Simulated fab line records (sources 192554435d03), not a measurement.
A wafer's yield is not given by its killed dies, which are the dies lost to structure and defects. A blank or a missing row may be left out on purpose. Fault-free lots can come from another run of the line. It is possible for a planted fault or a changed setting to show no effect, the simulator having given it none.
fab line records | flow n5Finfet
record lots=9 | wafers=26 | lastDay=18
route steps=1938 shown BEOL_M1@753 BEOL_M4@1111
lots with no fault: from the same line, run without faults
startH: hours from the record's opening day to when the first of the lot's shown wafers began | waitH: hours since the lot's step before | " identical to the entry in the row above | L1.1+2: a row that stands for several wafers | - value missing, or start not given | * or withheld: withheld | < > ~ a bound
route shown NAME@n: names a module that has steps shown in the file, with the first one's number in the route | usual: average and standard deviation across the fault-free wafers | same: alike in all rows | chamber/n: place in a boat | sites: per-site readings | _std_site: standard deviation across them | _edge_site: the outer-site mean with the inner-site mean subtracted | radiusMm: for every site, how far away it sits from the centre of the wafer | mask NAME#n: copy n | behind: the last tool/chamber to shape the wafer | hold: why the lot went on hold/how many hours it stayed there/how the hold came to an end | device: the n, p or np transistor that did not switch | end of line: at the end of the route, the tests of the same wafers | a step without rows: its recipe alone | killed: dies lost to structure and defects at the first sort, not the wafer's yield | map: the dies of a wafer, with x for killed, . for not killed, _ for no die there
set.NAME: setting as actually run; set.NAME@STEP: the setting as run at that earlier step | model.NAME: the simulator's own value behind a step, which no gauge read
the route's steps for a sample of lots (tables are steps, rows are wafers)
services: the hour from which a tool's chamber was out of use, counted from the record's first day as startH (under 0 if before that day), plus the number of hours and why
## steps
# step N5_BEOL_M1_PECVD_72
# recipe material=SiO2 | targetThkA=160 | tempC=400 | precursor=TEOS/O2 | pressureTorr=5.5 | rfW=450 | teosFlowSccm=53.8 | gas=O2 | flowSccm=3000 | timeS=18
# usual heaterPowerW=754/88 | showerheadPlenumPTorr=8.79/0.071 | throttleValvePct=22.3/1.1
lot.wafer | tool     | chamber | startH | waitH | heaterPowerW | showerheadPlenumPTorr | throttleValvePct
L933.3    | pecvd-04 | 0       | 150.18 | 0.0   | 852          | 8.88                  | 22.2
L933.4    | "        | 0       | "      | "     | 851          | 8.87                  | 22.1
L933.6    | "        | 2       | "      | "     | 710          | 8.71                  | 20.7
L936.1    | pecvd-04 | 0       | 167.09 | 0.0   | 851          | 8.84                  | 22.0
L936.4    | "        | 1       | "      | "     | 795          | 8.75                  | 22.5
L936.5    | "        | 2       | "      | "     | 605          | 8.69                  | 20.9
L938.3    | pecvd-04 | 0       | 176.97 | 0.0   | 822          | 8.87                  | 22.1
L938.5    | "        | 2       | "      | "     | 687          | 8.71                  | 20.8
L938.6    | "        | 0       | "      | "     | 814          | 8.87                  | 21.8
L939.2    | pecvd-04 | 2       | 186.76 | 0.0   | 686          | 8.71                  | 20.8
L939.3    | "        | 0       | "      | "     | 776          | 8.87                  | 22.2
L939.5    | "        | 0       | "      | "     | 784          | 8.81                  | 22.1
L947.3    | pecvd-04 | 0       | 232.47 | 0.0   | 854          | 8.86                  | 22.2
L947.4    | "        | 0       | "      | "     | 852          | 8.86                  | 22.2
L946.1    | pecvd-04 | 0       | 232.94 | 0.0   | 799          | 8.86                  | 22.3
L946.2    | "        | 1       | "      | "     | 817          | 8.76                  | 22.5
L946.3    | "        | 2       | "      | "     | 680          | 8.70                  | 20.6
L949.1    | pecvd-03 | 1       | 238.88 | 0.0   | 806          | 8.65                  | 23.5
L949.5    | "        | 0       | "      | "     | 875          | 8.85                  | 24.0
L949.6    | "        | 1       | "      | "     | 805          | 8.65                  | 23.6
L950.3    | pecvd-02 | 2       | 242.23 | 0.0   | 724          | 8.80                  | 21.1
L950.5    | "        | 0       | "      | "     | 787          | 8.85                  | 22.4
L950.6    | "        | 1       | "      | "     | 659          | 8.81                  | 23.9
L951.1    | pecvd-02 | 0       | 249.57 | 0.0   | 814          | 8.83                  | 22.3
L951.2    | "        | 1       | "      | "     | 676          | 8.77                  | 23.8
L951.4    | "        | 2       | "      | "     | 760          | 8.78                  | 21.1
# step N5_BEOL_M1_SPUTTER_81
# recipe material=Cu | targetThkA=45 | tempC=-20 | chamberPressurePa=0.07 | powerW=withheld | timeS=8.29
# usual chamberPressurePa=0.07004/0.00015 | substrateTempC=-20.01/0.11 | throttleValvePct=30.1/0.74
lot.wafer | tool          | chamber | startH | waitH | chamberPressurePa | substrateTempC | throttleValvePct
L933.3    | pvdSputter-01 | -       | 156.14 | 0.1   | 0.07007           | -20.11         | 30.1
L933.4    | "             | -       | "      | "     | 0.07037           | -20.11         | 31.0
L933.6    | "             | -       | "      | "     | 0.07003           | -19.86         | 30.5
L936.1    | pvdSputter-02 | -       | 178.79 | 0.1   | 0.07003           | -19.96         | 29.9
L936.4    | "             | -       | "      | "     | 0.07015           | -20.04         | 29.8
L936.5    | "             | -       | "      | "     | 0.07024           | -19.93         | 30.7
L938.3    | pvdSputter-01 | -       | 186.54 | 0.1   | 0.06967           | -20.18         | 30.4
L938.5    | "             | -       | "      | "     | 0.07008           | -20.16         | 30.1
L938.6    | "             | -       | "      | "     | 0.07008           | -19.90         | 30.9
L939.2    | pvdSputter-01 | -       | 202.45 | 0.1   | 0.0698            | -20.16         | 29.1
L939.3    | "             | -       | "      | "     | 0.07017           | -19.90         | 30.4
L939.5    | "             | -       | "      | "     | 0.07022           | -19.92         | 30.9
L947.3    | pvdSputter-02 | -       | 241.17 | 0.1   | 0.06992           | -20.11         | 29.8
L947.4    | "             | -       | "      | "     | 0.07028           | -20.03         | 30.5
L946.1    | pvdSputter-02 | -       | 244.20 | 0.1   | 0.07009           | -20.20         | 30.1
L946.2    | "             | -       | "      | "     | 0.07007           | -20.11         | 29.7
L946.3    | "             | -       | "      | "     | 0.06989           | -20.07         | 29.8
L950.3    | pvdSputter-01 | -       | 247.61 | 0.1   | 0.07002           | -20.08         | 30.2
L950.5    | "             | -       | "      | "     | 0.07012           | -19.91         | 30.3
L950.6    | "             | -       | "      | "     | 0.06977           | -19.94         | 31.2
L949.1    | pvdSputter-02 | -       | 249.04 | 0.1   | 0.06992           | -20.09         | 30.4
L949.5    | "             | -       | "      | "     | 0.06977           | -20.05         | 30.6
L949.6    | "             | -       | "      | "     | 0.07008           | -20.01         | 29.8
L951.1    | pvdSputter-03 | -       | 257.36 | 0.1   | 0.06995           | -19.81         | 31.9
L951.2    | "             | -       | "      | "     | 0.07015           | -19.91         | 28.9
L951.4    | "             | -       | "      | "     | 0.06994           | -20.17         | 27.9
# step N5_BEOL_M1_SPUTTER_88
# recipe material=Cu | targetThkA=45 | tempC=-20 | chamberPressurePa=0.07 | powerW=withheld | timeS=8.29
# usual chamberPressurePa=0.06999/0.00014 | substrateTempC=-20.00/0.11 | throttleValvePct=30.1/0.73
lot.wafer | tool          | chamber | startH | waitH | chamberPressurePa | substrateTempC | throttleValvePct
L933.3    | pvdSputter-01 | -       | 157.02 | 0.1   | 0.07002           | -20.10         | 30.2
L933.4    | "             | -       | "      | "     | 0.06995           | -19.90         | 31.1
L933.6    | "             | -       | "      | "     | 0.06972           | -20.10         | 30.7
L936.1    | pvdSputter-02 | -       | 179.23 | 0.1   | 0.0699            | -19.95         | 30.0
L936.4    | "             | -       | "      | "     | 0.06998           | -19.85         | 29.8
L936.5    | "             | -       | "      | "     | 0.07013           | -20.08         | 30.5
L938.3    | pvdSputter-01 | -       | 186.98 | 0.1   | 0.06997           | -20.00         | 30.4
L938.5    | "             | -       | "      | "     | 0.07002           | -19.71         | 30.2
L938.6    | "             | -       | "      | "     | 0.06989           | -20.11         | 30.9
L939.2    | pvdSputter-01 | -       | 202.89 | 0.1   | 0.06991           | -19.97         | 29.0
L939.3    | "             | -       | "      | "     | 0.06992           | -19.80         | 30.7
L939.5    | "             | -       | "      | "     | 0.07008           | -20.03         | 31.0
L947.3    | pvdSputter-02 | -       | 241.61 | 0.1   | 0.06985           | -19.95         | 29.9
L947.4    | "             | -       | "      | "     | 0.0698            | -20.00         | 30.5
L946.1    | pvdSputter-02 | -       | 244.64 | 0.1   | 0.07002           | -20.00         | 29.7
L946.2    | "             | -       | "      | "     | 0.06986           | -19.89         | 29.7
L946.3    | "             | -       | "      | "     | 0.06982           | -20.10         | 29.6
L950.3    | pvdSputter-01 | -       | 248.05 | 0.1   | 0.06995           | -20.06         | 30.2
L950.5    | "             | -       | "      | "     | 0.06993           | -19.91         | 30.2
L950.6    | "             | -       | "      | "     | 0.06985           | -20.27         | 31.2
L949.1    | pvdSputter-02 | -       | 249.48 | 0.1   | 0.06986           | -19.94         | 30.3
L949.5    | "             | -       | "      | "     | 0.06969           | -19.89         | 30.4
L949.6    | "             | -       | "      | "     | 0.07002           | -19.92         | 29.8
L951.1    | pvdSputter-03 | -       | 257.80 | 0.1   | 0.06994           | -19.95         | 31.4
L951.2    | "             | -       | "      | "     | 0.07              | -19.93         | 29.1
L951.4    | "             | -       | "      | "     | 0.07011           | -20.09         | 28.0
# step N5_BEOL_M1_CMP_52
# recipe stopOn=SiOC | tOverpolishS=6.8 | downForcePsi=1 | platenRpm=50 | clearingPlatenDownForcePsi=1.5 | clearingPlatenRpm=50 | postCmpClean=cuAlkaline | targetThkNm=40 | clearingPlatenPadVelocityMS=0.99484 | padVelocityMS=0.99484
# usual barrierFieldEndpointS=24.6/0.68 | clearingPlatenDownForcePsi=1.4999/0.0029 | motorCurrentA=6.0/0.73
lot.wafer | tool   | chamber | startH | waitH | barrierFieldEndpointS | clearingPlatenDownForcePsi | motorCurrentA
L933.4    | cmp-02 | 0       | 162.19 | 0.2   | 24.8                  | 1.5013                     | 6.4
L933.3    | "      | 1       | "      | "     | 24.3                  | 1.4960                     | 7.8
L933.6    | "      | 0       | "      | "     | 24.3                  | 1.5038                     | 6.5
L936.4    | cmp-02 | 1       | 180.73 | 0.2   | 24.4                  | 1.4994                     | 7.5
L936.1    | "      | 2       | "      | "     | 25.3                  | 1.5030                     | 5.5
L936.5    | "      | 3       | "      | "     | 24.7                  | 1.5022                     | 5.6
L938.3    | cmp-01 | 2       | 188.35 | 0.2   | 25.1                  | 1.4961                     | 6.8
L938.6    | "      | 2       | "      | "     | 25.8                  | 1.5008                     | 7.2
L938.5    | "      | 3       | "      | "     | 25.8                  | 1.4986                     | 6.1
L939.3    | cmp-01 | 0       | 204.26 | 0.2   | 24.6                  | 1.4960                     | 5.6
L939.2    | "      | 2       | "      | "     | 24.3                  | 1.5038                     | 7.0
L939.5    | "      | 0       | "      | "     | 25.2                  | 1.4980                     | 5.2
L947.4    | cmp-01 | 1       | 242.98 | 0.1   | 20.3                  | 1.5007                     | 5.0
L947.3    | "      | 3       | "      | "     | 24.9                  | 1.5030                     | 6.3
L946.3    | cmp-02 | 2       | 246.26 | 0.4   | 25.3                  | 1.4964                     | 5.6
L946.2    | "      | 3       | "      | "     | 20.4                  | 1.4974                     | 5.5
L946.1    | "      | 0       | "      | "     | 25.1                  | 1.5042                     | 6.3
L950.3    | cmp-01 | 3       | 250.65 | 0.3   | 24.4                  | 1.5020                     | 6.5
L950.6    | "      | 0       | "      | "     | 24.6                  | 1.5015                     | 5.4
L950.5    | "      | 1       | "      | "     | 25.5                  | 1.4969                     | 4.9
L949.1    | cmp-04 | 3       | 250.97 | 0.4   | 24.1                  | 1.4999                     | 7.1
L949.6    | "      | 0       | "      | "     | 25.7                  | 1.4968                     | 6.5
L949.5    | "      | 1       | "      | "     | 24.8                  | 1.5003                     | 5.6
L951.2    | cmp-02 | 2       | 259.17 | 0.2   | 24.2                  | 1.4992                     | 5.7
L951.4    | "      | 0       | "      | "     | 24.0                  | 1.4973                     | 6.3
L951.1    | "      | 1       | "      | "     | 23.7                  | 1.5048                     | 7.8
# step N5_BEOL_M1_CO_CAP_55
# recipe material=Co | targetThkA=20 | tempC=200 | precursor=CCTBA/H2 | pressureTorr=30 | timeS=102.1
# usual heaterPowerW=233/12
lot.wafer | tool     | chamber | startH | waitH | heaterPowerW
L933.3    | cvdCo-02 | 2       | 162.52 | 0.0   | 242
L933.4    | "        | 0       | "      | "     | 234
L933.6    | "        | 2       | "      | "     | 240
L936.1    | cvdCo-01 | 2       | 181.12 | 0.0   | 246
L936.4    | "        | 2       | "      | "     | 244
L936.5    | "        | 0       | "      | "     | 231
L938.3    | cvdCo-01 | 0       | 188.73 | 0.0   | 228
L938.5    | "        | 2       | "      | "     | 235
L938.6    | "        | 0       | "      | "     | 239
L939.2    | cvdCo-01 | 2       | 204.63 | 0.0   | 243
L939.3    | "        | 0       | "      | "     | 235
L939.5    | "        | 1       | "      | "     | 242
L947.3    | cvdCo-02 | 1       | 243.35 | 0.0   | 209
L947.4    | "        | 1       | "      | "     | 214
L946.1    | cvdCo-01 | 0       | 246.63 | 0.0   | 236
L946.2    | "        | 2       | "      | "     | 236
L946.3    | "        | 1       | "      | "     | 241
L950.3    | cvdCo-02 | 2       | 250.91 | 0.0   | 241
L950.5    | "        | 2       | "      | "     | 245
L950.6    | "        | 1       | "      | "     | 209
L949.1    | cvdCo-01 | 2       | 251.23 | 0.0   | 240
L949.5    | "        | 2       | "      | "     | 242
L949.6    | "        | 0       | "      | "     | 234
L951.1    | cvdCo-01 | 0       | 259.55 | 0.0   | 237
L951.2    | "        | 2       | "      | "     | 245
L951.4    | "        | 2       | "      | "     | 237
# step N5_BEOL_M4_RC_MEAS_101
# usual DIBL_N=36.4/1.6 | DIBL_P=36.2/1.8 | IOFF_N=0.159/0.029 | IOFF_P=0.21/0.034 | ION_N=670/12 | ION_P=459/8.2 | SS_N=71.5/0.59 | SS_P=73.2/0.54 | VT_N=250/3.3 | VT_P=-250/3.7
lot.wafer | tool      | chamber | startH | waitH | DIBL_N[mV/V] | DIBL_P[mV/V] | IOFF_N[nA/um] | IOFF_P[nA/um] | ION_N[uA/um] | ION_P[uA/um] | SS_N[mV/dec] | SS_P[mV/dec] | VT_N[mV] | VT_P[mV]
L933.3    | prober-01 | 0       | 211.86 | 0.3   | 37.4         | 39.1         | 0.216         | 0.26          | 689          | 473          | 71.9         | 73.9         | 241      | -246
L933.4    | "         | 0       | "      | "     | 34.0         | 34.9         | 0.136         | 0.20          | 673          | 460          | 70.8         | 73.1         | 251      | -253
L933.6    | "         | 0       | "      | "     | 35.3         | 35.5         | 0.154         | 0.19          | 667          | 454          | 71.1         | 73.5         | 250      | -253
L938.3    | prober-01 | 0       | 225.27 | 0.3   | 38.3         | 37.5         | 0.176         | 0.27          | 669          | 462          | 71.5         | 74.3         | 248      | -245
L938.5    | "         | 0       | "      | "     | 38.0         | 36.8         | 0.173         | 0.24          | 692          | 473          | 71.6         | 73.7         | 247      | -248
L938.6    | "         | 0       | "      | "     | 38.2         | 37.1         | 0.184         | 0.26          | 678          | 468          | 71.8         | 74.1         | 247      | -243
L936.1    | prober-01 | 0       | 243.95 | 0.0   | 35.2         | 33.9         | 0.121         | 0.16          | 656          | 441          | 71.2         | 73.0         | 254      | -259
L936.4    | "         | 0       | "      | "     | 35.8         | 34.4         | 0.130         | 0.16          | 657          | 441          | 71.6         | 72.5         | 257      | -258
L936.5    | "         | 0       | "      | "     | 37.1         | 36.6         | 0.148         | 0.19          | 664          | 452          | 71.6         | 73.4         | 252      | -256
L939.2    | prober-02 | 0       | 251.78 | 0.2   | 37.8         | 38.0         | 0.182         | 0.23          | 673          | 463          | 71.8         | 73.8         | 250      | -252
L939.3    | "         | 0       | "      | "     | 37.7         | 36.4         | 0.181         | 0.19          | 684          | 456          | 72.6         | 73.7         | 249      | -254
L939.5    | "         | 0       | "      | "     | 35.8         | 34.1         | 0.142         | 0.16          | 659          | 445          | 71.4         | 72.9         | 253      | -255
L947.3    | prober-01 | 0       | 290.62 | 0.3   | 37.3         | 39.1         | 0.171         | 0.25          | 663          | 459          | 71.2         | 74.0         | 250      | -249
L947.4    | "         | 0       | "      | "     | 35.2         | 37.0         | 0.148         | 0.23          | 677          | 467          | 70.9         | 73.4         | 249      | -246
L946.1    | prober-01 | 0       | 293.59 | 0.0   | 36.0         | 35.5         | 0.161         | 0.20          | 663          | 454          | 71.7         | 72.9         | 253      | -254
L946.2    | "         | 0       | "      | "     | 34.9         | 33.7         | 0.129         | 0.17          | 654          | 449          | 71.8         | 72.5         | 257      | -254
L946.3    | "         | 0       | "      | "     | 36.2         | 38.1         | 0.158         | 0.23          | 675          | 464          | 72.1         | 73.4         | 253      | -251
L949.1    | prober-02 | 0       | 304.09 | 0.0   | 39.1         | 37.3         | 0.199         | 0.22          | 683          | 460          | 71.9         | 73.5         | 247      | -250
L949.5    | "         | 0       | "      | "     | 38.5         | 36.3         | 0.188         | 0.21          | 695          | 470          | 71.4         | 73.1         | 245      | -250
L949.6    | "         | 0       | "      | "     | 39.0         | 38.0         | 0.196         | 0.25          | 679          | 462          | 71.4         | 73.4         | 245      | -246
L950.3    | prober-02 | 0       | 311.25 | 0.3   | 35.5         | 34.9         | 0.113         | 0.14          | 649          | 443          | 71.2         | 72.3         | 257      | -262
L950.5    | "         | 0       | "      | "     | 38.6         | 39.7         | 0.190         | 0.20          | 673          | 453          | 72.2         | 73.7         | 250      | -253
L950.6    | "         | 0       | "      | "     | 36.9         | 37.1         | 0.152         | 0.16          | 675          | 455          | 71.9         | 72.9         | 251      | -258
L951.1    | prober-01 | 0       | 331.48 | 0.0   | 36.1         | 37.1         | 0.157         | 0.22          | 657          | 458          | 71.7         | 73.4         | 253      | -250
L951.2    | "         | 0       | "      | "     | 37.3         | 39.1         | 0.196         | 0.26          | 689          | 472          | 71.7         | 73.6         | 247      | -248
L951.4    | "         | 0       | "      | "     | 33.1         | 34.9         | 0.117         | 0.19          | 652          | 460          | 70.8         | 72.5         | 253      | -250
## services
tool          | chamber | startH | hours | kind
pvdSputter-03 | -       | 128.00 | 1.9   | repair
pecvd-03      | 1       | 132.31 | 3.7   | repair
pecvd-02      | -       | 149.95 | 0.2   | repair
pecvd-03      | 2       | 154.16 | 5.0   | repair
cmp-04        | -       | 154.17 | 0.5   | repair
pecvd-02      | -       | 163.60 | 0.6   | repair
pecvd-02      | -       | 181.91 | 2.8   | pm
pecvd-04      | 0       | 188.12 | 5.5   | scheduledDown
pecvd-04      | 2       | 193.58 | 2.1   | scheduledDown
pecvd-02      | 2       | 202.38 | -     | clean
pecvd-02      | 2       | 202.38 | -     | consumableReplace:showerhead
pecvd-02      | 2       | 202.38 | 29.0  | scheduledDown
pecvd-02      | 2       | 202.38 | 29.0  | ventCycle
cmp-02        | -       | 212.68 | 4.0   | pm
pecvd-03      | 1       | 214.97 | 2.1   | scheduledDown
cmp-02        | -       | 216.68 | -     | consumableReplace:conditioner
cmp-02        | -       | 216.68 | -     | consumableReplace:pad
cmp-04        | -       | 217.00 | 5.3   | pm
cmp-01        | -       | 244.21 | 6.1   | repair
cvdCo-01      | -       | 255.69 | 0.6   | repair
## key
firstSign step=N5_BEOL_M1_CMP_52 | reading=barrierFieldEndpointS | direction=down | sigmas=6.2 | usual=24.6 | struck=20.4
effect none on later readings
metAt N5_BEOL_M1_PECVD_72
struckLots L946,L947
struckWafers L946.2,L947.4
notActingAt N5_BEOL_M1_SPUTTER_81,N5_BEOL_M1_SPUTTER_88,N5_BEOL_M1_CO_CAP_55
onsetBetween 186.76 232.47
fault kind=processParameterDrift | tool=pecvd-04 | chamber=- | onsetH=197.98 | steps=N5_BEOL_M1_PECVD_72 | channel=timeS | offset=* | shape=step | endH=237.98 | scope=struckWafersOnly | actsIn=* | stated=*
